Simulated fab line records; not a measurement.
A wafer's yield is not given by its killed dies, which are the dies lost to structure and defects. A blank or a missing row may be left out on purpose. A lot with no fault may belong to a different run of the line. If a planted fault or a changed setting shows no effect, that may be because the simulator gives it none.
Matching of chambers	flow nandHarc	4 sister chambers for NHARC_A_STAIRCASE_ALD_420 on aldHk-02
The step deposits SiO2, target thk 20 nm, pulse time 6 s, ald cycles 200. 16 wafers are shown with their chamber, then 8 later ones without.

## WAFERS WITH THEIR CHAMBER
wafer	chamber	heaterPowerW (W)	precursorPulseHeightRel
L074.2	2	433	0.985
L074.3	0	569	1.026
L074.5	2	445	0.965
L078.2	0	561	0.985
L078.3	3	489	0.996
L078.6	2	459	1.040
L080.2	2	474	0.976
L080.3	0	572	1.022
L080.4	3	495	0.985
L084.4	3	490	1.005
L084.5	2	460	1.043
L084.6	3	487	1.016
L086.1	1	526	0.994
L086.2	3	488	0.978
L086.4	2	463	1.023
L089.3	2	455	0.988

SIGNATURES (means of the wafers above)
reading	chamber 0	chamber 1	chamber 2	chamber 3	scatter within a chamber
heaterPowerW	567.33	526.00	455.57	489.80	9.79
precursorPulseHeightRel	1.01100	0.99400	1.00286	0.99600	0.0259
Rule: for a wafer and a chamber, the distance is found by dividing, reading by reading, the gap between the wafer's reading and the chamber's mean by the reading's scatter, squaring, summing and taking the root. The wafer belongs to the nearest chamber; if the next one is less than 2 further off, it can't be placed. The scatter: take each reading less its chamber's mean, square it, sum over the shown wafers, divide by the number of wafers less the number of chambers, and take the root.

## WAFERS MISSING THEIR CHAMBER
wafer	heaterPowerW (W)	precursorPulseHeightRel
L089.4	520	1.011
L089.5	467	0.983
L090.1	477	0.996
L090.5	508	0.989
L090.6	572	1.021
L097.3	570	0.968
L097.5	501	0.991
L097.6	577	0.970

## WHICH CHAMBER EACH ONE RAN IN
wafer	from the rows above	in truth
L089.4	1	1
L089.5	can't be placed: 2 or 3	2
L090.1	can't be placed: 3 or 2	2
L090.5	can't be placed: 1 or 3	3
L090.6	0	0
L097.3	0	0
L097.5	can't be placed: 3 or 1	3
L097.6	0	0
Correctly placed: 4 of 8. These rows do not allow placing 4 (true chamber among the candidates in 4). Placed wrongly: 0.
